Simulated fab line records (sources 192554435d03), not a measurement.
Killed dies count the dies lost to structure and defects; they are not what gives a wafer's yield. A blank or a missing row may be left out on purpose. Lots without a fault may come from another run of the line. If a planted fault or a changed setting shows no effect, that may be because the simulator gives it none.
Matching of chambers | flow n5 finfet | N5_SD_EPI_P_DESCUM_14 on rie diel-06: 4 sister chambers
The step chemistry O2, time 7.9 s. 16 wafers are shown with their chamber, then 8 later ones without.

== WAFERS WITH THEIR CHAMBER ==
wafer  | chamber | showerhead plenum p Torr (Torr) | drypump motor current A (A) | rf vpp V (V)
L075.1 | 0       | 2.15                            | 5.4                         | 244.2
L075.4 | 2       | 2.21                            | 6.0                         | 244.3
L075.5 | 2       | 2.21                            | 6.0                         | 244.9
L076.1 | 0       | 2.15                            | 5.5                         | 243.7
L076.5 | 1       | 2.14                            | 6.0                         | 243.7
L076.6 | 2       | 2.21                            | 5.9                         | 245.0
L081.1 | 0       | 2.14                            | 5.5                         | 243.1
L081.3 | 3       | 1.99                            | 5.1                         | 241.1
L081.6 | 3       | 1.99                            | 5.1                         | 240.3
L085.1 | 0       | 2.14                            | 5.5                         | 243.2
L085.2 | 2       | 2.20                            | 6.0                         | 244.3
L085.6 | 2       | 2.20                            | 5.9                         | 245.7
L087.1 | 2       | 2.20                            | 5.9                         | 245.4
L087.5 | 1       | 2.14                            | 6.0                         | 244.1
L087.6 | 0       | 2.14                            | 5.5                         | 243.9
L091.3 | 2       | 2.20                            | 6.0                         | 243.8

SIGNATURES (averages over the wafers above)
reading                  | chamber 0 | chamber 1 | chamber 2 | chamber 3 | scatter within a chamber
showerhead plenum p Torr | 2.1440    | 2.1400    | 2.2043    | 1.9900    | 0.00493
drypump motor current A  | 5.480     | 6.000     | 5.957     | 5.100     | 0.0458
rf vpp V                 | 243.620   | 243.900   | 244.771   | 240.700   | 0.576
Rule: for a wafer and a chamber, the distance is found by dividing, reading by reading, the gap between the wafer's reading and the chamber's mean by the reading's scatter, squaring, summing and taking the root. If the next closest chamber is less than 2 further off than the closest, the wafer can't be placed; otherwise it belongs to the closest. The scatter: take each reading less its chamber's mean, square it, sum over the shown wafers, divide by the number of wafers less the number of chambers, and take the root.

== WAFERS MISSING THEIR CHAMBER ==
wafer  | showerhead plenum p Torr (Torr) | drypump motor current A (A) | rf vpp V (V)
L091.4 | 1.99                            | 5.1                         | 242.0
L091.5 | 2.14                            | 5.9                         | 243.6
L096.1 | 2.20                            | 6.0                         | 243.4
L096.2 | 2.13                            | 5.5                         | 244.1
L096.3 | 2.13                            | 6.0                         | 244.2
L097.2 | 2.13                            | 6.0                         | 244.0
L097.4 | 2.13                            | 5.4                         | 242.7
L097.6 | 1.98                            | 5.1                         | 242.7

== WHICH CHAMBER EACH WENT THROUGH ==
wafer  | from the rows above | in truth
L091.4 | 3                   | 3
L091.5 | 1                   | 1
L096.1 | 2                   | 2
L096.2 | 0                   | 0
L096.3 | 1                   | 1
L097.2 | 1                   | 1
L097.4 | 0                   | 0
L097.6 | 3                   | 3
Correctly placed: 8 of 8. Not placeable from these rows: 0. 0 placed wrongly.
